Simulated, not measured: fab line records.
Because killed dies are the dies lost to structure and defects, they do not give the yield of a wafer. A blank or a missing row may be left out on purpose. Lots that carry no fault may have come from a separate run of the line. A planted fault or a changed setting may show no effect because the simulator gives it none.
Which of the tools did it? / flow n5Finfet / Sampling: 8 lots, 23 wafers, 6 of 1938 route steps

## WHAT EACH GAUGE READ, for each wafer
N5_BEOL_M1_OCD_MEAS_38. Usual: trenchDepthNm at 55.4 nm, with a standard deviation of 1.2.
lot=L440; measured=day 6 05:11; on=ocd-01; trenchDepthNm (nm)=54.5 56.8 55.6; flag=
lot=L441; measured=day 6 17:28; on=ocd-02; trenchDepthNm (nm)=55.3 56.4 57.0; flag=
lot=L445; measured=day 7 08:33; on=ocd-02; trenchDepthNm (nm)=53.5 54.2 56.4; flag=
lot=L447; measured=day 8 02:24; on=ocd-02; trenchDepthNm (nm)=55.9 54.7 54.3; flag=
lot=L450; measured=day 8 16:23; on=ocd-02; trenchDepthNm (nm)=54.4 55.3; flag=
lot=L451; measured=day 9 01:41; on=ocd-01; trenchDepthNm (nm)=54.7 54.0 54.7; flag=
lot=L452; measured=day 9 11:12; on=ocd-02; trenchDepthNm (nm)=55.0 56.7 54.2; flag=
lot=L456; measured=day 10 08:17; on=ocd-02; trenchDepthNm (nm)=38.6 54.9 54.0; flag=OFF

N5_BEOL_M4_RC_MEAS_101. Usual: DIBL_N 35.9 mV/V, standard deviation 2.5; DIBL_P 36.0 mV/V, standard deviation 3; IOFF_N 0.16 nA/um, standard deviation 0.047; IOFF_P 0.21 nA/um, standard deviation 0.047; ION_N 671 uA/um, standard deviation 14; ION_P 460 uA/um, standard deviation 8.8; SS_N 71.5 mV/dec, standard deviation 0.73; SS_P 73.2 mV/dec, standard deviation 0.91; VT_N 250 mV, standard deviation 4.3; VT_P -251 mV, standard deviation 3.6.
lot=L440; measured=day 7 18:34; on=prober-02; DIBL_N (mV/V)=34.8 37.7 34.1; DIBL_P (mV/V)=34.4 37.2 33.6; IOFF_N (nA/um)=0.14 0.20 0.14; IOFF_P (nA/um)=0.19 0.22 0.17; ION_N (uA/um)=662 679 653; ION_P (uA/um)=453 465 444; SS_N (mV/dec)=71.0 72.4 70.5; SS_P (mV/dec)=73.3 73.2 72.7; VT_N (mV)=250 245 249; VT_P (mV)=-254 -251 -256; flag=
lot=L441; measured=day 7 22:47; on=prober-01; DIBL_N (mV/V)=35.4 32.2 35.9; DIBL_P (mV/V)=36.4 32.9 37.2; IOFF_N (nA/um)=0.15 0.11 0.16; IOFF_P (nA/um)=0.18 0.16 0.20; ION_N (uA/um)=667 653 682; ION_P (uA/um)=451 451 467; SS_N (mV/dec)=71.5 70.5 71.4; SS_P (mV/dec)=73.3 72.3 73.0; VT_N (mV)=253 252 250; VT_P (mV)=-254 -254 -254; flag=
lot=L445; measured=day 8 19:20; on=prober-01; DIBL_N (mV/V)=39.6 32.6 40.8; DIBL_P (mV/V)=39.0 29.5 38.8; IOFF_N (nA/um)=0.24 0.10 0.28; IOFF_P (nA/um)=0.26 0.13 0.26; ION_N (uA/um)=707 654 684; ION_P (uA/um)=475 447 460; SS_N (mV/dec)=71.7 69.6 72.6; SS_P (mV/dec)=74.3 71.7 74.4; VT_N (mV)=241 256 243; VT_P (mV)=-249 -256 -248; flag=
lot=L447; measured=day 9 14:58; on=prober-02; DIBL_N (mV/V)=35.2 32.0 32.7; DIBL_P (mV/V)=34.8 32.5 32.3; IOFF_N (nA/um)=0.16 0.12 0.12; IOFF_P (nA/um)=0.17 0.14 0.14; ION_N (uA/um)=677 660 658; ION_P (uA/um)=453 452 449; SS_N (mV/dec)=71.7 70.7 70.5; SS_P (mV/dec)=72.9 72.5 72.9; VT_N (mV)=250 252 254; VT_P (mV)=-256 -254 -257; flag=
lot=L450; measured=day 10 09:12; on=prober-02; DIBL_N (mV/V)=36.7 30.7; DIBL_P (mV/V)=38.3 32.0; IOFF_N (nA/um)=0.19 0.10; IOFF_P (nA/um)=0.26 0.18; ION_N (uA/um)=684 639; ION_P (uA/um)=480 456; SS_N (mV/dec)=71.8 70.1; SS_P (mV/dec)=73.1 71.6; VT_N (mV)=246 255; VT_P (mV)=-247 -248; flag=
lot=L451; measured=day 10 09:23; on=prober-01; DIBL_N (mV/V)=33.4 33.2 34.1; DIBL_P (mV/V)=35.1 34.9 36.0; IOFF_N (nA/um)=0.13 0.14 0.15; IOFF_P (nA/um)=0.19 0.20 0.22; ION_N (uA/um)=667 674 675; ION_P (uA/um)=470 464 470; SS_N (mV/dec)=71.4 71.3 71.1; SS_P (mV/dec)=72.7 73.4 73.8; VT_N (mV)=248 250 250; VT_P (mV)=-248 -248 -244; flag=
lot=L452; measured=day 11 02:31; on=prober-01; DIBL_N (mV/V)=37.4 31.7 41.4; DIBL_P (mV/V)=36.6 30.3 41.5; IOFF_N (nA/um)=0.15 0.09 0.27; IOFF_P (nA/um)=0.22 0.13 0.27; ION_N (uA/um)=652 658 695; ION_P (uA/um)=455 451 458; SS_N (mV/dec)=71.4 70.4 72.6; SS_P (mV/dec)=73.4 72.4 74.5; VT_N (mV)=252 256 242; VT_P (mV)=-252 -260 -251; flag=
lot=L456; measured=day 12 02:42; on=prober-01; DIBL_N (mV/V)=42.9 37.0 38.6; DIBL_P (mV/V)=42.0 37.6 37.4; IOFF_N (nA/um)=0.31 0.17 0.19; IOFF_P (nA/um)=0.31 0.23 0.22; ION_N (uA/um)=689 685 686; ION_P (uA/um)=467 471 466; SS_N (mV/dec)=73.1 71.3 72.4; SS_P (mV/dec)=74.6 73.2 73.3; VT_N (mV)=240 247 246; VT_P (mV)=-247 -253 -254; flag=

## EACH LOT AND THE TOOL THAT RAN IT (in order: tool; ch and the chambers of the sampled wafers; start)
lot=L440; N5_BEOL_M1_ETCH_77=rieDiel-01 ch 0,1,3, day 6 04:34; N5_BEOL_M1_ETCHBACK_99=rieDiel-04 ch 0,1,2, day 6 04:47; N5_BEOL_M1_STRIP_36=rieDiel-04 ch 0,1,2, day 6 04:59; N5_BEOL_M1_TRENCH_ETCH_37=rieDiel-04 ch 0,1,2, day 6 05:02
lot=L441; N5_BEOL_M1_ETCH_77=rieDiel-04 ch 0,1,3, day 6 10:26; N5_BEOL_M1_ETCHBACK_99=rieDiel-04 ch 1,2,3, day 6 17:04; N5_BEOL_M1_STRIP_36=rieDiel-04 ch 1,2,3, day 6 17:16; N5_BEOL_M1_TRENCH_ETCH_37=rieDiel-04 ch 1,2,3, day 6 17:18
lot=L445; N5_BEOL_M1_ETCH_77=rieDiel-04 ch 0,1,2, day 7 07:11; N5_BEOL_M1_ETCHBACK_99=rieDiel-01 ch 0,2, day 7 08:09; N5_BEOL_M1_STRIP_36=rieDiel-01 ch 0,2, day 7 08:21; N5_BEOL_M1_TRENCH_ETCH_37=rieDiel-01 ch 0,2, day 7 08:23
lot=L447; N5_BEOL_M1_ETCH_77=rieDiel-04 ch 0,1,3, day 7 18:46; N5_BEOL_M1_ETCHBACK_99=rieDiel-05 ch 0,1, day 8 02:00; N5_BEOL_M1_STRIP_36=rieDiel-05 ch 0,1, day 8 02:12; N5_BEOL_M1_TRENCH_ETCH_37=rieDiel-05 ch 0,1, day 8 02:14
lot=L450; N5_BEOL_M1_ETCH_77=rieDiel-01 ch 1,3, day 8 14:49; N5_BEOL_M1_ETCHBACK_99=rieDiel-05 ch 1,2, day 8 15:59; N5_BEOL_M1_STRIP_36=rieDiel-05 ch 1,2, day 8 16:11; N5_BEOL_M1_TRENCH_ETCH_37=rieDiel-05 ch 1,2, day 8 16:14
lot=L451; N5_BEOL_M1_ETCH_77=rieDiel-04 ch 0,1, day 8 20:47; N5_BEOL_M1_ETCHBACK_99=rieDiel-01 ch 1,3, day 9 01:17; N5_BEOL_M1_STRIP_36=rieDiel-01 ch 1,3, day 9 01:29; N5_BEOL_M1_TRENCH_ETCH_37=rieDiel-01 ch 1,3, day 9 01:31
lot=L452; N5_BEOL_M1_ETCH_77=rieDiel-04 ch 0,1,3, day 9 10:35; N5_BEOL_M1_ETCHBACK_99=rieDiel-01 ch 1,2,3, day 9 10:49; N5_BEOL_M1_STRIP_36=rieDiel-01 ch 1,2,3, day 9 11:01; N5_BEOL_M1_TRENCH_ETCH_37=rieDiel-01 ch 1,2,3, day 9 11:03
lot=L456; N5_BEOL_M1_ETCH_77=rieDiel-01 ch 1,2,3, day 10 06:59; N5_BEOL_M1_ETCHBACK_99=rieDiel-01 ch 0,2,3, day 10 07:54; N5_BEOL_M1_STRIP_36=rieDiel-01 ch 0,2,3, day 10 08:06; N5_BEOL_M1_TRENCH_ETCH_37=rieDiel-01 ch 0,2,3, day 10 08:08
- N5_BEOL_M1_ETCH_77: etches underlayer in N2/H2, target depth 6.5 nm, time 5.2 s.
- N5_BEOL_M1_ETCHBACK_99: etches SiO2 in CHF3, target depth 5 nm, time 10.4 s.
- N5_BEOL_M1_STRIP_36: strips in N2/H2.
- N5_BEOL_M1_TRENCH_ETCH_37: etches SiOC in C4F6/O2, target depth 55.207 nm, time 29 s.

## AS READ BY THE TOOLS THEMSELVES (means over the sampled wafers that have a number; for cases with no such wafer, the mark the record gives instead)
N5_BEOL_M1_ETCH_77. Usual: drypumpMotorCurrentA 5.7 A, standard deviation 0.39; etchRfOnTimeS 5.19 s, standard deviation 0.17; oesProductAu 0.69 a.u., standard deviation 0.075; rfVppV 525.1 V, standard deviation 2.2; showerheadPlenumPTorr 2.58 Torr, standard deviation 0.067; throttleValvePct 17.68 %, standard deviation 0.24.
lot=L440; tool=rieDiel-01; drypumpMotorCurrentA (A)=5.8; etchRfOnTimeS (s)=5.42; oesProductAu (a.u.)=0.63; rfVppV (V)=523.3; showerheadPlenumPTorr (Torr)=2.57; throttleValvePct (%)=17.85; flag=
lot=L441; tool=rieDiel-04; drypumpMotorCurrentA (A)=5.5; etchRfOnTimeS (s)=5.11; oesProductAu (a.u.)=0.67; rfVppV (V)=526.4; showerheadPlenumPTorr (Torr)=2.62; throttleValvePct (%)=17.52; flag=
lot=L445; tool=rieDiel-04; drypumpMotorCurrentA (A)=5.4; etchRfOnTimeS (s)=5.14; oesProductAu (a.u.)=0.63; rfVppV (V)=525.8; showerheadPlenumPTorr (Torr)=2.63; throttleValvePct (%)=17.85; flag=
lot=L447; tool=rieDiel-04; drypumpMotorCurrentA (A)=5.5; etchRfOnTimeS (s)=5.11; oesProductAu (a.u.)=0.66; rfVppV (V)=526.6; showerheadPlenumPTorr (Torr)=2.61; throttleValvePct (%)=17.56; flag=
lot=L450; tool=rieDiel-01; drypumpMotorCurrentA (A)=6.0; etchRfOnTimeS (s)=5.37; oesProductAu (a.u.)=0.76; rfVppV (V)=526.7; showerheadPlenumPTorr (Torr)=2.60; throttleValvePct (%)=17.75; flag=
lot=L451; tool=rieDiel-04; drypumpMotorCurrentA (A)=5.3; etchRfOnTimeS (s)=5.20; oesProductAu (a.u.)=0.63; rfVppV (V)=525.0; showerheadPlenumPTorr (Torr)=2.64; throttleValvePct (%)=17.73; flag=
lot=L452; tool=rieDiel-04; drypumpMotorCurrentA (A)=5.5; etchRfOnTimeS (s)=5.06; oesProductAu (a.u.)=0.66; rfVppV (V)=526.4; showerheadPlenumPTorr (Torr)=2.61; throttleValvePct (%)=17.57; flag=
lot=L456; tool=rieDiel-01; drypumpMotorCurrentA (A)=5.9; etchRfOnTimeS (s)=5.15; oesProductAu (a.u.)=0.75; rfVppV (V)=523.4; showerheadPlenumPTorr (Torr)=2.56; throttleValvePct (%)=17.81; flag=

N5_BEOL_M1_ETCHBACK_99. Usual: drypumpMotorCurrentA 5.7 A, standard deviation 0.4; oesProductAu 0.81 a.u., standard deviation 0.085; rfVppV 241 V, standard deviation 5.8; showerheadPlenumPTorr 2.19 Torr, standard deviation 0.047; throttleValvePct 16.95 %, standard deviation 0.22.
lot=L440; tool=rieDiel-04; drypumpMotorCurrentA (A)=5.5; oesProductAu (a.u.)=0.74; rfVppV (V)=240; showerheadPlenumPTorr (Torr)=2.21; throttleValvePct (%)=17.06; flag=
lot=L441; tool=rieDiel-04; drypumpMotorCurrentA (A)=5.7; oesProductAu (a.u.)=0.76; rfVppV (V)=244; showerheadPlenumPTorr (Torr)=2.20; throttleValvePct (%)=16.95; flag=
lot=L445; tool=rieDiel-01; drypumpMotorCurrentA (A)=5.7; oesProductAu (a.u.)=0.75; rfVppV (V)=238; showerheadPlenumPTorr (Torr)=2.12; throttleValvePct (%)=17.21; flag=
lot=L447; tool=rieDiel-05; drypumpMotorCurrentA (A)=5.4; oesProductAu (a.u.)=0.82; rfVppV (V)=237; showerheadPlenumPTorr (Torr)=2.22; throttleValvePct (%)=16.99; flag=
lot=L450; tool=rieDiel-05; drypumpMotorCurrentA (A)=5.7; oesProductAu (a.u.)=0.89; rfVppV (V)=244; showerheadPlenumPTorr (Torr)=2.20; throttleValvePct (%)=16.82; flag=
lot=L451; tool=rieDiel-01; drypumpMotorCurrentA (A)=6.0; oesProductAu (a.u.)=0.90; rfVppV (V)=237; showerheadPlenumPTorr (Torr)=2.18; throttleValvePct (%)=16.83; flag=
lot=L452; tool=rieDiel-01; drypumpMotorCurrentA (A)=5.9; oesProductAu (a.u.)=0.88; rfVppV (V)=240; showerheadPlenumPTorr (Torr)=2.17; throttleValvePct (%)=16.99; flag=
lot=L456; tool=rieDiel-01; drypumpMotorCurrentA (A)=5.9; oesProductAu (a.u.)=0.82; rfVppV (V)=237; showerheadPlenumPTorr (Torr)=2.12; throttleValvePct (%)=17.08; flag=

N5_BEOL_M1_STRIP_36. Usual: drypumpMotorCurrentA 5.7 A, standard deviation 0.4; oesProductAu 0.82 a.u., standard deviation 0.086; rfVppV 59.2 V, standard deviation 1.4; showerheadPlenumPTorr 2.57 Torr, standard deviation 0.071; throttleValvePct 23.4 %, standard deviation 0.34.
lot=L440; tool=rieDiel-04; drypumpMotorCurrentA (A)=5.5; oesProductAu (a.u.)=0.74; rfVppV (V)=59.6; showerheadPlenumPTorr (Torr)=2.63; throttleValvePct (%)=23.5; flag=
lot=L441; tool=rieDiel-04; drypumpMotorCurrentA (A)=5.7; oesProductAu (a.u.)=0.77; rfVppV (V)=60.0; showerheadPlenumPTorr (Torr)=2.60; throttleValvePct (%)=23.3; flag=
lot=L445; tool=rieDiel-01; drypumpMotorCurrentA (A)=5.7; oesProductAu (a.u.)=0.75; rfVppV (V)=59.1; showerheadPlenumPTorr (Torr)=2.49; throttleValvePct (%)=23.4; flag=
lot=L447; tool=rieDiel-05; drypumpMotorCurrentA (A)=5.4; oesProductAu (a.u.)=0.82; rfVppV (V)=59.2; showerheadPlenumPTorr (Torr)=2.60; throttleValvePct (%)=23.6; flag=
lot=L450; tool=rieDiel-05; drypumpMotorCurrentA (A)=5.7; oesProductAu (a.u.)=0.90; rfVppV (V)=58.0; showerheadPlenumPTorr (Torr)=2.58; throttleValvePct (%)=23.4; flag=
lot=L451; tool=rieDiel-01; drypumpMotorCurrentA (A)=6.0; oesProductAu (a.u.)=0.91; rfVppV (V)=59.6; showerheadPlenumPTorr (Torr)=2.57; throttleValvePct (%)=23.6; flag=
lot=L452; tool=rieDiel-01; drypumpMotorCurrentA (A)=5.9; oesProductAu (a.u.)=0.89; rfVppV (V)=59.7; showerheadPlenumPTorr (Torr)=2.56; throttleValvePct (%)=23.7; flag=
lot=L456; tool=rieDiel-01; drypumpMotorCurrentA (A)=5.9; oesProductAu (a.u.)=0.82; rfVppV (V)=58.7; showerheadPlenumPTorr (Torr)=2.48; throttleValvePct (%)=23.5; flag=

N5_BEOL_M1_TRENCH_ETCH_37. Usual: drypumpMotorCurrentA 5.7 A, standard deviation 0.4; oesProductAu 0.81 a.u., standard deviation 0.085; rfVppV 666 V, standard deviation 16; runLengthS 52.3 s, standard deviation 0.44; showerheadPlenumPTorr 2.89 Torr, standard deviation 0.059; throttleValvePct 20.73 %, standard deviation 0.22.
lot=L440; tool=rieDiel-04; drypumpMotorCurrentA (A)=5.5; oesProductAu (a.u.)=0.74; rfVppV (V)=663; runLengthS (s)=52.8; showerheadPlenumPTorr (Torr)=2.93; throttleValvePct (%)=20.78; flag=
lot=L441; tool=rieDiel-04; drypumpMotorCurrentA (A)=5.7; oesProductAu (a.u.)=0.76; rfVppV (V)=674; runLengthS (s)=52.3; showerheadPlenumPTorr (Torr)=2.91; throttleValvePct (%)=20.69; flag=
lot=L445; tool=rieDiel-01; drypumpMotorCurrentA (A)=5.7; oesProductAu (a.u.)=0.76; rfVppV (V)=656; runLengthS (s)=52.2; showerheadPlenumPTorr (Torr)=2.81; throttleValvePct (%)=20.98; flag=
lot=L447; tool=rieDiel-05; drypumpMotorCurrentA (A)=5.4; oesProductAu (a.u.)=0.81; rfVppV (V)=655; runLengthS (s)=51.8; showerheadPlenumPTorr (Torr)=2.94; throttleValvePct (%)=20.82; flag=
lot=L450; tool=rieDiel-05; drypumpMotorCurrentA (A)=5.7; oesProductAu (a.u.)=0.89; rfVppV (V)=672; runLengthS (s)=52.0; showerheadPlenumPTorr (Torr)=2.90; throttleValvePct (%)=20.66; flag=
lot=L451; tool=rieDiel-01; drypumpMotorCurrentA (A)=6.0; oesProductAu (a.u.)=0.90; rfVppV (V)=654; runLengthS (s)=52.6; showerheadPlenumPTorr (Torr)=2.88; throttleValvePct (%)=20.65; flag=
lot=L452; tool=rieDiel-01; drypumpMotorCurrentA (A)=5.9; oesProductAu (a.u.)=0.88; rfVppV (V)=662; runLengthS (s)=52.2; showerheadPlenumPTorr (Torr)=2.87; throttleValvePct (%)=20.82; flag=
lot=L456; tool=rieDiel-01; drypumpMotorCurrentA (A)=5.9; oesProductAu (a.u.)=0.82; rfVppV (V)=654; runLengthS (s)=49.2; showerheadPlenumPTorr (Torr)=2.81; throttleValvePct (%)=20.89; flag=OFF

## THE ANSWER, worked out from the rows above alone
Rule: a lot counts as off when the mean over its wafers that have a number is more than 3 standard deviations away from the usual mean. A lot without any number at a reading at which 4 lots or more have one is off too. Where the step has rows for the other lots, those lots are counted as sound. After the gauges, taken in route order, come the tools' own readings; for these a lot's mean is taken, as printed above. At the first step where some lot is off, the reading lying furthest off is the one used; lots without a number count as furthest.
Off, at N5_BEOL_M1_OCD_MEAS_38 on trenchDepthNm: L456.
A tool fits if, at a process step before that reading, it ran every lot that is off, and no sound lot after the first of them. The gauges at N5_BEOL_M1_OCD_MEAS_38 aren't tried: what is off there is off at N5_BEOL_M1_TRENCH_ETCH_37 too, on other tools, and a gauge's error can't cause that. One fits: N5_BEOL_M1_ETCH_77 and N5_BEOL_M1_ETCHBACK_99 and N5_BEOL_M1_STRIP_36 and N5_BEOL_M1_TRENCH_ETCH_37 on rieDiel-01. At N5_BEOL_M1_ETCH_77 its last sound lot is L450 (day 8 14:49), its first lot that is off L456 (day 10 06:59): a fault that began between those two fits.

## WHAT THE SIMULATOR HAD PUT IN
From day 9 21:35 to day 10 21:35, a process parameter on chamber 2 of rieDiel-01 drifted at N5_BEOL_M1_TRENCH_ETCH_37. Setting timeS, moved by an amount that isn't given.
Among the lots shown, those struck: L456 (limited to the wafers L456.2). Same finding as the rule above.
